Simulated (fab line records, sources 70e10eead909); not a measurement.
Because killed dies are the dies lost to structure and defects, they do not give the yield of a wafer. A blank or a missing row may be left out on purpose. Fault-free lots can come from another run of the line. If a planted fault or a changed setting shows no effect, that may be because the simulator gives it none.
A struck lot beside a sound one ; flow nand harc ; 15 out of 1302 route steps
Sound: the wafers L189.1, L189.3, L189.6. Struck: wafers L200.2, L200.3. (L200.4 of the same lot was not struck and is left out.) The cause comes at the end.
Each step with rows lists, per side, the tool, then ch with its chambers, then its first start. Under that, the readings that differ: sound wafers ; struck wafers ; difference of the means ; sigmas: that difference in standard deviations of wafers without a fault.
alike: readings whose means differ by less than 2 such deviations, and words and numbers that are the same on both sides. not compared: withheld readings, readings that some wafer has no value for, bounds like >300 that may hide the same value, and numbers for which the record gives no deviation and whose values overlap.
The two part at a step that has a row with sigmas, a row that says differs or no value, or rows on one side only. Non-overlapping numbers with no deviation appear without sigmas and do not part them. A reading missing from all wafers of one side parts the sides only when that side holds two or more wafers.

NHARC_A_CHANNEL_HOLE_D1_STRIP_27: strips in O2.
  sound: rie diel-12 ch 1,3; struck: rie diel-12 ch 0,2
reading;sound;struck;difference;sigmas
throttle valve pct (%);17.016 17.028 17.029;17.056 17.041;+0.024;+3
  alike: drypump motor current A, mfc ar sccm, oes product au, rf vpp V, showerhead plenum p Torr
  not compared: rf hours counter h
then, 2 steps without rows for these wafers: NHARC_A_CHANNEL_HOLE_D1_PRECLEAN_28 (cleans in SC1); NHARC_A_CHANNEL_HOLE_D1_SRD_29.
NHARC_A_CHANNEL_HOLE_D1_CD_MEAS_30:
  sound: cd sem-01 at day 13 14:25; struck: cd sem-03 at day 15 09:14
  alike: cd nm
then, 1 step without rows for these wafers: NHARC_A_CHANNEL_HOLE_D1_XSEM_31.
NHARC_A_CHANNEL_HOLE_D1_INSPECT_40:
  sound: defect inspect-02 at day 13 14:36; struck: defect inspect-02 at day 15 09:25
  alike: raw defect count
then, 2 steps without rows for these wafers: NHARC_A_CHANNEL_FILL_D1_PRECLEAN_00 (cleans in SC1); NHARC_A_CHANNEL_FILL_D1_SRD_01.
NHARC_A_CHANNEL_FILL_D1_ALD_02: deposits SiO2, target thk 6 nm, pulse time 10 s, ald cycles 60.
  sound on ald hk-03 ch 0,3, day 13 14:47; struck on ald hk-02 ch 1,3, day 15 09:41
  alike: heater power w, precursor pulse height rel
  not compared: ald cycles
NHARC_A_CHANNEL_FILL_D1_ALD_03: deposits SiNx, target thk 6 nm, pulse time 60 s, ald cycles 58.
  sound: ald sin batch-03 ch 0; struck: ald sin batch-03 ch 0
  alike: precursor pulse height rel
  not compared: ald cycles
NHARC_A_CHANNEL_FILL_D1_ALD_14: deposits SiO2, target thk 2.5 nm, pulse time 10 s, ald cycles 25.
  sound on ald hk-03 ch 1,2,3, day 13 21:49; struck on ald hk-04 ch 0,3, day 15 16:24
  alike: heater power w, precursor pulse height rel
  not compared: ald cycles
NHARC_A_CHANNEL_FILL_D1_ALD_15: deposits SiNx, target thk 2 nm, pulse time 60 s, ald cycles 19.
  sound: ald sin batch-01 ch 0; struck: ald sin batch-02 ch 0
  alike: precursor pulse height rel
  not compared: ald cycles
NHARC_A_CHANNEL_FILL_D1_ALD_16: deposits SiO2, target thk 1.5 nm, pulse time 10 s, ald cycles 15.
  sound on ald hk-03 ch 1,2,3, day 14 02:59; struck on ald hk-03 ch 0,1, day 15 21:27
reading;sound;struck;difference;sigmas
ald cycles;15 15 15;17 17;+2;
  alike: heater power w, precursor pulse height rel
then, 1 step without rows for these wafers: NHARC_A_CHANNEL_FILL_D1_ANNEAL_17 (time 1800 s).
-- jump in the record: it breaks off in module A_CHANNEL_FILL_D1 and resumes in module END (first step shown: number 1302 of the route), and 16 days separate the struck wafers' starts before and after --
NHARC_END_SORT_01:
  sound on prober-02 ch 0, day 29 18:20; struck on prober-02 ch 0, day 32 00:37
reading;sound;struck;difference;sigmas
killed at periphery;14 9 12;8 3;-6;-2
killed short;3 7 5;0 0;-5;-3
  alike: killed at array, killed at other, killed dies, killed open

## WHERE THEY PART
At NHARC_A_CHANNEL_HOLE_D1_STRIP_27 first; at NHARC_END_SORT_01 last (within this record only).

WHY: what had been put in by the simulator
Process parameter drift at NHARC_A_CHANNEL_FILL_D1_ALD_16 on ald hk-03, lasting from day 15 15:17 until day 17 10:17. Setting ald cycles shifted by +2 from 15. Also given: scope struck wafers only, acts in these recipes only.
